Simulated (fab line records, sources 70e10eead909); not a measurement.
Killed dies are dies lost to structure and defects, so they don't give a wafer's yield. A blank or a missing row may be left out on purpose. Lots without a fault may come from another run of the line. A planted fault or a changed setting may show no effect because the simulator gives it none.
Which tool did it? | flow nand_harc | 24 lots, 72 wafers sampled, at 2 steps of a route of 1302

WHAT THE GAUGES READ, wafer by wafer
NHARC_P_STI_INSPECT_11.
lot  | measured     | on                | raw_defect_count
L074 | day 2 22:01  | defect_inspect-02 | 3 1 3
L075 | day 3 09:03  | defect_inspect-01 | 7 6 2
L076 | day 3 17:12  | defect_inspect-01 | 5 0 8
L077 | day 4 00:59  | defect_inspect-01 | 6 2 11
L078 | day 4 11:42  | defect_inspect-02 | 10 12 3
L079 | day 4 22:06  | defect_inspect-02 | 2 3 10
L080 | day 5 10:00  | defect_inspect-01 | 3 6 2
L081 | day 5 18:36  | defect_inspect-02 | 3 3 3
L082 | day 6 06:13  | defect_inspect-01 | 4 2 2
L083 | day 6 14:00  | defect_inspect-02 | 9 8 11
L084 | day 7 05:19  | defect_inspect-02 | 6 3 3
L085 | day 7 13:04  | defect_inspect-02 | 2 5 7
L086 | day 7 18:31  | defect_inspect-01 | 6 4 7
L087 | day 8 05:33  | defect_inspect-02 | 8 2 5
L088 | day 8 15:58  | defect_inspect-02 | 6 7 4
L089 | day 9 00:38  | defect_inspect-02 | 2 3 7
L090 | day 9 12:23  | defect_inspect-02 | 1 7 9
L091 | day 9 21:14  | defect_inspect-01 | 7 2 6
L092 | day 10 08:31 | defect_inspect-02 | 5 7 12
L093 | day 10 20:23 | defect_inspect-02 | 4 5 4
L094 | day 11 04:03 | defect_inspect-01 | 3 6 1
L095 | day 11 12:37 | defect_inspect-01 | 7 3 3
L096 | day 12 00:18 | defect_inspect-01 | 5 7 11
L097 | day 12 09:11 | defect_inspect-01 | 1 6 4

WHICH TOOL RAN EACH LOT (tool, then ch and the chambers of the sampled wafers, then the start)
lot  | NHARC_P_ZERO_WELL_ETCH_65
L074 | rie_diel-07 ch 0,2,3, day 1 21:24
L075 | rie_diel-10 ch 0,2,3, day 2 07:31
L076 | rie_diel-07 ch 1,2,3, day 2 17:38
L077 | rie_diel-07 ch 0,1,3, day 3 03:30
L078 | rie_diel-10 ch 2,3, day 3 13:25
L079 | rie_diel-02 ch 0,1,3, day 3 23:29
L080 | rie_diel-02 ch 0,1, day 4 09:29
L081 | rie_diel-07 ch 0,3, day 4 19:29
L082 | rie_diel-10 ch 0,1,3, day 5 05:29
L083 | rie_diel-10 ch 1,2,3, day 5 15:30
L084 | rie_diel-02 ch 0,1, day 6 01:21
L085 | rie_diel-07 ch 1,2,3, day 6 11:29
L086 | rie_diel-02 ch 0,3, day 6 21:41
L087 | rie_diel-10 ch 1,2,3, day 7 07:29
L088 | rie_diel-02 ch 1,2, day 7 17:29
L089 | rie_diel-07 ch 2,3, day 8 03:30
L090 | rie_diel-10 ch 1,3, day 8 13:22
L091 | rie_diel-02 ch 0,1,2, day 8 23:30
L092 | rie_diel-07 ch 0,1,3, day 9 09:22
L093 | rie_diel-07 ch 1,2,3, day 9 19:41
L094 | rie_diel-10 ch 0,2, day 10 05:25
L095 | rie_diel-07 ch 1,2,3, day 10 15:22
L096 | rie_diel-07 ch 0,1,2, day 11 01:38
L097 | rie_diel-02 ch 0,2,3, day 11 11:25
- NHARC_P_ZERO_WELL_ETCH_65: etches the open film in N2/H2, target depth 80 nm, overetch 24 nm, time 87.88 s.

WHAT THE TOOLS THEMSELVES READ (means of the sampled wafers that have a number; where no wafer has one, the mark that the record gives instead)
NHARC_P_ZERO_WELL_ETCH_65.
lot  | tool        | drypump_motor_current_A (A) | oes_product_au (a.u.) | rf_vpp_V (V) | showerhead_plenum_p_Torr (Torr) | throttle_valve_pct (%)
L074 | rie_diel-07 | 6.0                         | 1.010                 | 429.3        | 2.01                            | 14.174
L075 | rie_diel-10 | 5.3                         | 1.011                 | 429.5        | 1.97                            | 14.174
L076 | rie_diel-07 | 6.0                         | 0.995                 | 430.2        | 2.05                            | 14.169
L077 | rie_diel-07 | 5.9                         | 1.000                 | 430.5        | 2.05                            | 14.168
L078 | rie_diel-10 | 4.9                         | 1.014                 | 430.1        | 2.00                            | 14.181
L079 | rie_diel-02 | 5.2                         | 0.999                 | 434.7        | 2.19                            | 14.167
L080 | rie_diel-02 | 5.3                         | 1.000                 | 434.4        | 2.19                            | 14.167
L081 | rie_diel-07 | 6.1                         | 1.002                 | 431.3        | 2.05                            | 14.179
L082 | rie_diel-10 | 5.6                         | 1.003                 | 427.3        | 1.94                            | 14.175
L083 | rie_diel-10 | 5.2                         | 0.991                 | 427.3        | 1.97                            | 14.167
L084 | rie_diel-02 | 5.2                         | 0.999                 | 434.4        | 2.18                            | 14.169
L085 | rie_diel-07 | 6.0                         | 1.001                 | 430.5        | 2.04                            | 14.171
L086 | rie_diel-02 | 5.3                         | 0.997                 | 433.3        | 2.16                            | 14.179
L087 | rie_diel-10 | 5.2                         | 1.000                 | 428.8        | 1.97                            | 14.171
L088 | rie_diel-02 | 5.8                         | 0.992                 | 432.7        | 2.09                            | 14.169
L089 | rie_diel-07 | 6.0                         | 1.012                 | 428.0        | 1.99                            | 14.167
L090 | rie_diel-10 | 5.3                         | 1.004                 | 428.3        | 1.97                            | 14.173
L091 | rie_diel-02 | 5.5                         | 1.002                 | 433.4        | 2.12                            | 14.179
L092 | rie_diel-07 | 5.9                         | 0.994                 | 430.9        | 2.03                            | 14.164
L093 | rie_diel-07 | 6.0                         | 0.998                 | 430.3        | 2.03                            | 14.166
L094 | rie_diel-10 | 5.2                         | 1.008                 | 427.2        | 1.95                            | 14.178
L095 | rie_diel-07 | 6.0                         | 1.007                 | 429.8        | 2.02                            | 14.167
L096 | rie_diel-07 | 5.8                         | 0.992                 | 428.6        | 1.98                            | 14.168
L097 | rie_diel-02 | 5.5                         | 0.983                 | 432.9        | 2.12                            | 14.166

THE ANSWER, worked out from the rows above alone
Rule: what is usual is taken from the lots themselves. Put in order of their means at a reading, lots are off if they are a third of the lots or fewer, leave a main group of 4 or more, and stand apart from it by a gap of 3 or more times the standard deviation of the main group's means; of several such gaps the widest counts. A main group whose means are all the same, to the digits that the tables above print for the reading, isn't used. A lot without any number at a reading at which 4 lots or more have one is off too. The other lots that the step has rows for count as sound. The gauges are gone through in route order, then the tools' own readings, and for those a lot's mean is taken as printed above. The first step at which some lot is off is used, and at that step the reading that is off furthest; a lot without a number counts as furthest.
No lot is off at any reading shown: from this, nothing can be told.

WHAT THE SIMULATOR HAD PUT IN
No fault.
